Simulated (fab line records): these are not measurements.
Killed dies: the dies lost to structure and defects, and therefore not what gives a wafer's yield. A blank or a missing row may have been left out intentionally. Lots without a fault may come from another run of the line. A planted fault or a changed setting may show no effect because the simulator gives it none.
fab line records	flow n5_finfet
[record] lots = 11	wafers = 30	last_day = 18
route steps=1938 shown FIN_SAQP@115
lots untouched by any fault: they come from a run of this same line in which no faults occurred
start_h: the number of hours between the record's first day and the start of the first shown wafer of the lot	wait_h: hours since the lot's step before	" as in the row above	L1.1+2: a single row standing in for several wafers	- either no value or no given start	* or withheld: withheld	< > ~ a bound
route shown NAME@n: names a module that has steps shown in the file, with the first one's number in the route	usual: average and standard deviation across the fault-free wafers	same: alike in all rows	chamber/n: place in a boat	sites: readings site by site	_std_site: the values' standard deviation	_edge_site: outer sites' mean less inner sites'	radius_mm: how far each site lies from the wafer's centre	mask NAME#n: copy n	behind: the last tool/chamber to shape the wafer	hold: what put the lot on hold/how long, in hours/how the hold closed	device: names the non-switching transistor (n, p or np)	end of line: at the end of the route, the tests of the same wafers	where a step has no rows: the recipe by itself	killed: dies lost to structure and defects at the first sort, not the wafer's yield	map: dies across one wafer; x = killed, . = not, _ = none there
set.NAME: the run value of the setting; set.NAME@STEP: its run value at that earlier step	model.NAME: the simulator's own value behind a step, which no gauge read
the route's steps for a sample of lots (tables are steps, rows are wafers)
services: when a tool's chamber went out of use (start_h, in hours from the record's first day, below 0 if earlier), for how many hours, and the reason
[[steps]]
[step N5_FIN_SAQP_ETCH_51]
[recipe] chemistry = CF4	target = SiARC	target_depth_a = 455	mask_material = CAR-ArF	time_s = 75.8	ion_energy_ev = 80	pressure_mtorr = 40	source_w = 545	bias_w = 36	Ar_flow_sccm = 100	cf4_flow_sccm = 100	ends = cleared
[usual] drypump_motor_current_A = 5.6/0.51	etch_rf_on_time_s = 75.8/1.2	oes_product_au = 0.69/0.085	rf_fwd_power_W = 538.7/2.5	rf_vpp_V = 184.1/1.2	showerhead_plenum_p_Torr = 2.14/0.086	throttle_valve_pct = 15.60/0.21
lot.wafer	tool	chamber	start_h	wait_h	drypump_motor_current_A	etch_rf_on_time_s	oes_product_au	rf_fwd_power_W	rf_hours_counter_h	rf_vpp_V	showerhead_plenum_p_Torr	throttle_valve_pct
L803.1	rie_diel-01	0	22.25	0.0	5.7	76.7	0.73	538.2	42	186.1	2.17	15.36
L803.4	"	2	"	"	5.3	77.7	0.59	535.9	229	182.1	2.03	15.81
L803.6	"	3	"	"	6.3	77.7	0.59	537.3	-	183.1	2.12	15.95
L804.1	rie_diel-04	1	28.10	0.0	5.0	76.4	0.59	538.2	227	182.4	2.03	15.60
L804.4	"	0	"	"	5.3	77.3	0.58	538.7	246	184.7	2.11	15.83
L804.5	"	0	"	"	5.3	77.5	0.58	537.7	-	183.7	2.11	15.82
L806.1	rie_diel-03	2	39.60	0.0	5.3	76.7	0.64	534.8	158	183.4	2.06	15.69
L806.4	"	0	"	"	5.5	74.7	0.61	535.0	206	184.7	2.12	15.64
L806.5	"	1	"	"	6.4	75.3	0.82	539.6	-	184.7	2.28	15.42
L807.1	rie_diel-01	0	45.94	0.0	5.7	75.2	0.74	541.3	49	184.3	2.17	15.39
L807.4	"	2	"	"	5.3	77.9	0.59	537.2	-	184.8	2.03	15.82
L807.6	"	3	"	"	6.2	76.6	0.58	536.2	-	182.4	2.11	15.98
L810.1	rie_diel-01	3	64.41	0.0	6.3	76.2	0.58	535.1	249	182.2	2.11	15.99
L810.4	"	2	"	"	5.3	77.0	0.59	533.4	-	182.3	2.03	15.84
L810.5	"	3	"	"	6.3	76.5	0.58	535.7	-	184.0	2.11	15.99
L811.1	rie_diel-03	2	70.28	0.0	5.3	77.3	0.63	539.8	168	182.8	2.06	15.70
L811.5	"	3	"	"	4.8	75.0	0.64	539.9	-	183.6	2.22	15.87
L811.6	"	2	"	"	5.3	75.9	0.65	539.4	-	182.9	2.06	15.70
L812.1	rie_diel-04	1	76.55	0.0	5.0	77.0	0.58	537.3	246	182.8	2.02	15.64
L812.4	"	2	"	"	6.1	75.7	0.71	541.7	59	185.2	2.17	15.32
L812.6	"	3	"	"	6.1	77.4	0.59	538.1	-	182.1	2.04	15.92
L814.3	rie_diel-01	1	88.33	0.0	5.1	75.3	0.80	538.7	9	184.9	2.28	15.46
L814.4	"	3	"	"	6.3	74.3	0.84	535.7	-	183.7	2.11	15.50
L814.5	"	0	"	"	5.7	75.9	0.71	540.7	-	184.5	2.17	15.44
L820.2	rie_diel-01	3	123.79	0.0	6.3	50.8	1.00	532.9	13	183.5	2.11	15.52
L820.4	"	1	"	"	5.1	75.2	0.78	536.4	20	184.5	2.28	15.48
L823.2	rie_diel-01	1	142.70	0.0	5.1	51.1	0.98	534.6	23	185.2	2.28	15.49
L823.5	"	3	"	"	6.3	73.1	0.81	538.1	-	182.5	2.11	15.53
L824.3	rie_diel-01	3	148.11	0.0	6.3	50.8	0.99	532.4	18	184.4	2.11	15.53
L824.5	"	1	"	"	5.1	74.6	0.78	539.8	-	187.2	2.28	15.48
[step N5_FIN_SAQP_ETCH_57]
[recipe] chemistry = CH3F/O2	target = SiNx	mask_material = SiO2	target_depth_a = 325	time_s = 46.4	pressure_mtorr = 30	source_w = 395	bias_w = 73	Ar_flow_sccm = 150	CH3F_flow_sccm = 30	O2_flow_sccm = 20	ion_energy_ev = 120	ends = cleared
[usual] drypump_motor_current_A = 5.6/0.53	etch_rf_on_time_s = 46.1/0.89	oes_product_au = 0.69/0.087	rf_fwd_power_W = 387.5/2	rf_vpp_V = 298/3.3	showerhead_plenum_p_Torr = 2.01/0.084	throttle_valve_pct = 16.31/0.23
lot.wafer	tool	chamber	start_h	wait_h	drypump_motor_current_A	etch_rf_on_time_s	oes_product_au	rf_fwd_power_W	rf_hours_counter_h	rf_vpp_V	showerhead_plenum_p_Torr	throttle_valve_pct
L803.1	rie_diel-01	0	24.30	0.1	5.7	45.0	0.74	389.9	42	299	2.03	16.13
L803.4	"	1	"	"	5.1	47.5	0.59	388.8	245	298	1.89	16.62
L803.6	"	0	"	"	5.8	47.1	0.74	387.6	-	299	2.03	16.13
L804.1	rie_diel-03	2	30.14	0.0	5.3	46.7	0.64	387.7	155	295	1.92	16.41
L804.4	"	0	"	"	5.5	46.3	0.60	384.9	203	296	1.97	16.30
L804.5	"	2	"	"	5.3	47.0	0.64	388.9	-	295	1.92	16.42
L806.1	rie_diel-03	1	41.68	0.0	6.5	44.2	0.82	388.4	9	299	2.13	16.15
L806.4	"	3	"	"	4.8	46.2	0.65	386.9	160	299	2.08	16.56
L806.5	"	3	"	"	4.8	45.8	0.65	388.1	-	300	2.08	16.55
L807.1	rie_diel-03	1	47.97	0.0	6.5	44.7	0.81	388.5	11	301	2.13	16.16
L807.4	"	2	"	"	5.3	46.5	0.64	386.6	161	294	1.92	16.44
L807.6	"	3	"	"	4.9	46.0	0.65	388.6	-	299	2.08	16.56
L810.1	rie_diel-04	2	66.45	0.1	6.1	46.7	0.72	386.8	55	293	2.03	16.03
L810.4	"	0	"	"	5.3	47.8	0.84	384.7	1	304	1.97	16.11
L810.5	"	2	"	"	6.1	46.4	0.72	388.9	-	295	2.03	16.04
L811.1	rie_diel-01	1	72.62	0.1	5.1	45.3	0.83	384.8	3	303	2.14	16.17
L811.5	"	0	"	"	5.8	45.4	0.73	390.7	-	299	2.03	16.14
L811.6	"	1	"	"	5.1	45.7	0.83	385.5	-	303	2.14	16.18
L812.1	rie_diel-04	2	78.57	0.0	6.1	46.5	0.72	389.0	59	294	2.03	16.06
L812.4	"	3	"	"	6.1	48.0	0.59	389.1	224	294	1.90	16.64
L812.6	"	2	"	"	6.1	46.5	0.71	390.1	-	293	2.03	16.04
L814.3	rie_diel-04	2	91.10	0.1	6.1	45.2	0.71	388.3	64	296	2.03	16.06
L814.4	"	1	"	"	5.0	46.6	0.59	387.2	250	293	1.88	16.34
L814.5	"	2	"	"	6.1	46.1	0.71	390.6	-	295	2.03	16.07
L820.2	rie_diel-03	0	125.80	0.0	5.5	45.2	0.59	387.0	235	297	1.96	16.35
L820.4	"	1	"	"	6.5	45.7	0.77	389.6	-	300	2.12	16.20
L823.2	rie_diel-04	1	144.72	0.0	5.1	45.7	0.79	385.5	9	300	2.12	15.92
L823.5	"	0	"	"	5.3	46.8	0.77	385.9	-	304	1.96	16.15
L824.3	rie_diel-03	1	150.13	0.0	6.5	45.5	0.75	387.7	44	301	2.12	16.24
L824.5	"	2	"	"	5.3	46.6	0.62	388.8	-	295	1.91	16.47
[step N5_FIN_SAQP_STRIP_70]
[recipe] chemistry = N2/H2	power_w = 500	temp_c = 40	pressure_mtorr = 50	rf_frequency_hz = 6e+07	overash_fraction = 0.3	bias_power_w = 28	h2_frac = 0.5	n2_flow_sccm = 300	h2_flow_sccm = 300
[usual] drypump_motor_current_A = 5.6/0.53	oes_product_au = 0.81/0.1	rf_fwd_power_W = 493.8/2.1	rf_vpp_V = 122.0/1.1	showerhead_plenum_p_Torr = 3.38/0.13	throttle_valve_pct = 18.9/0.31
lot.wafer	tool	chamber	start_h	wait_h	drypump_motor_current_A	oes_product_au	rf_fwd_power_W	rf_hours_counter_h	rf_vpp_V	showerhead_plenum_p_Torr	throttle_valve_pct
L803.1	rie_diel-03	2	25.11	0.0	5.3	0.77	495.4	153	121.4	3.23	19.2
L803.4	"	1	"	"	6.5	1.00	492.6	3	122.9	3.59	18.9
L803.6	"	0	"	"	5.5	0.71	492.4	-	121.0	3.32	18.5
L804.1	rie_diel-04	1	30.91	0.0	5.1	0.68	494.7	228	120.1	3.19	19.3
L804.4	"	3	"	"	6.1	0.70	499.0	207	120.7	3.19	19.0
L804.5	"	0	"	"	5.3	0.67	491.9	-	120.7	3.31	19.1
L806.1	rie_diel-03	0	42.45	0.0	5.5	0.71	491.9	207	121.0	3.32	18.6
L806.4	"	2	"	"	5.3	0.75	493.4	159	121.3	3.23	19.2
L806.5	"	2	"	"	5.3	0.76	493.3	-	121.1	3.23	19.2
L807.1	rie_diel-04	3	48.74	0.0	6.1	0.71	497.0	213	120.7	3.19	19.0
L807.4	"	3	"	"	6.1	0.71	496.5	-	119.9	3.19	19.0
L807.6	"	1	"	"	5.1	0.70	493.9	-	121.0	3.19	19.3
L810.1	rie_diel-03	0	67.22	0.0	5.5	0.69	492.0	215	122.6	3.31	18.6
L810.4	"	3	"	"	4.9	0.76	494.3	168	122.1	3.48	19.5
L810.5	"	1	"	"	6.5	0.95	496.4	-	123.5	3.58	18.9
L811.1	rie_diel-03	3	73.46	0.0	4.8	0.75	492.9	171	124.0	3.48	19.5
L811.5	"	1	"	"	6.5	0.95	493.0	-	124.1	3.58	18.9
L811.6	"	2	"	"	5.3	0.76	493.1	-	120.5	3.23	19.2
L812.1	rie_diel-03	3	79.46	0.0	4.9	0.74	493.0	173	120.9	3.48	19.4
L812.4	"	2	"	"	5.3	0.74	492.8	171	120.4	3.22	19.2
L812.6	"	1	"	"	6.5	0.92	496.0	-	122.1	3.58	18.9
L814.3	rie_diel-01	0	91.87	0.0	5.8	0.83	495.6	67	122.5	3.39	18.5
L814.4	"	0	"	"	5.7	0.83	494.3	-	122.2	3.39	18.5
L814.5	"	3	"	"	6.3	0.98	494.5	-	122.5	3.31	19.0
L820.2	rie_diel-03	3	126.57	0.0	4.9	0.72	494.7	189	123.3	3.47	19.5
L820.4	"	1	"	"	6.5	0.91	493.5	-	122.5	3.57	18.9
L823.2	rie_diel-01	1	145.51	0.0	5.1	0.91	494.7	24	123.1	3.57	18.8
L823.5	"	1	"	"	5.1	0.91	493.0	-	122.6	3.57	18.7
L824.3	rie_diel-04	2	151.27	0.0	6.1	0.81	493.3	82	121.9	3.39	18.6
L824.5	"	3	"	"	6.0	0.68	497.8	-	120.6	3.17	19.0
[step N5_FIN_SAQP_SPACER2_ALD_28]
[recipe] material = SiO2	target_thk_a = 81	temp_c = 300	ald_precursor_family = BDEAS	ald_co_reactant = O2-plasma	pulse_time_s = 1	purge_time_s = 2	co_reactant_purge_time_s = 2	pressure_torr = 2
[usual] heater_power_outer_w = 271/40	heater_power_w = 481/57	precursor_pulse_height_rel = 1.001/0.022
[same] pulse_time_s = 1	purge_time_s = 2
lot.wafer	tool	chamber	start_h	wait_h	heater_power_outer_w	heater_power_w	precursor_pulse_height_rel
L803.1	ald_sin-02	1	25.60	0.4	240	460	0.973
L803.4	"	3	"	"	257	473	0.987
L803.6	"	2	"	"	259	451	0.994
L804.1	ald_sin-01	3	31.12	0.1	309	513	0.987
L804.4	"	2	"	"	343	588	1.029
L804.5	"	1	"	"	232	432	0.989
L806.1	ald_sin-01	0	42.65	0.1	258	461	0.949
L806.4	"	1	"	"	236	422	0.996
L806.5	"	0	"	"	265	462	1.007
L807.1	ald_sin-01	0	48.94	0.1	256	451	0.982
L807.4	"	2	"	"	343	578	1.025
L807.6	"	0	"	"	246	437	1.009
L810.1	ald_sin-02	2	67.42	0.1	251	440	0.986
L810.4	"	1	"	"	244	465	1.002
L810.5	"	2	"	"	258	456	0.994
L811.1	ald_sin-02	0	73.67	0.1	230	412	1.006
L811.5	"	1	"	"	243	454	1.015
L811.6	"	2	"	"	251	459	0.999
L812.1	ald_sin-04	2	79.66	0.1	285	484	1.029
L812.4	"	0	"	"	207	400	1.018
L812.6	"	3	"	"	259	508	0.989
L814.3	ald_sin-01	2	92.16	0.2	352	606	0.994
L814.4	"	3	"	"	303	520	0.996
L814.5	"	1	"	"	232	429	0.991
L820.2	ald_sin-02	3	126.85	0.2	259	454	0.999
L820.4	"	1	"	"	247	464	1.008
L823.2	ald_sin-02	2	145.72	0.1	250	456	0.928
L823.5	"	3	"	"	253	457	1.010
L824.3	ald_sin-01	3	151.49	0.1	302	515	0.966
L824.5	"	3	"	"	308	510	0.986
[[services]]
tool	chamber	start_h	hours	kind
rie_diel-01	-	1.08	4.0	pm
rie_diel-01	1	42.66	-	clean
rie_diel-01	1	42.66	-	consumable_replace:focus_ring
rie_diel-01	1	42.66	-	consumable_replace:showerhead
rie_diel-01	1	42.66	22.2	scheduled_down
rie_diel-01	1	42.66	22.2	vent_cycle
ald_sin-04	-	44.97	2.8	pm
ald_sin-01	1	48.13	11.9	repair
rie_diel-01	3	67.95	-	clean
rie_diel-01	3	67.95	-	consumable_replace:focus_ring
rie_diel-01	3	67.95	17.7	scheduled_down
rie_diel-01	3	67.95	17.7	vent_cycle
ald_sin-02	2	74.33	6.8	repair
rie_diel-01	2	85.67	-	clean
rie_diel-01	2	85.67	-	consumable_replace:focus_ring
rie_diel-01	2	85.67	-	consumable_replace:showerhead
rie_diel-01	2	85.67	16.1	scheduled_down
ald_sin-01	2	93.51	33.4	repair
ald_sin-02	-	97.52	6.0	pm
rie_diel-04	3	103.26	4.3	repair
rie_diel-01	-	129.43	10.9	repair
ald_sin-01	0	131.12	7.1	repair
rie_diel-04	3	138.33	9.4	repair
rie_diel-01	2	143.52	8.2	repair
[[key]]
[first_sign] step = N5_FIN_SAQP_ETCH_51	reading = etch_rf_on_time_s	direction = down	sigmas = 21	usual = *	struck = *
[effect] step = N5_FIN_SAQP_ETCH_51	reading = oes_product_au	direction = up	sigmas = 3.5	usual = 0.69	struck = 0.99
met_at N5_FIN_SAQP_ETCH_51
struck_lots L820,L823,L824
struck_wafers L820.2,L823.2,L824.3
tester_left_out L820,L823,L824
not_acting_at N5_FIN_SAQP_ETCH_57,N5_FIN_SAQP_STRIP_70,N5_FIN_SAQP_SPACER2_ALD_28
onset_between 88.33 123.79
[fault] kind = process_parameter_drift	tool = rie_diel-01	chamber = -	onset_h = 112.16	steps = N5_FIN_SAQP_ETCH_51	channel = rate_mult	offset = 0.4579	shape = step	end_h = 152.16	scope = struck_wafers_only
// tester_left_out: of these lots the tester's yield and bins aren't shown, on N5 and GAA mostly nor the transistor test; their killed dies are dies lost to structure and defects alone, not to doping, threshold or leakage, so they don't give the yield
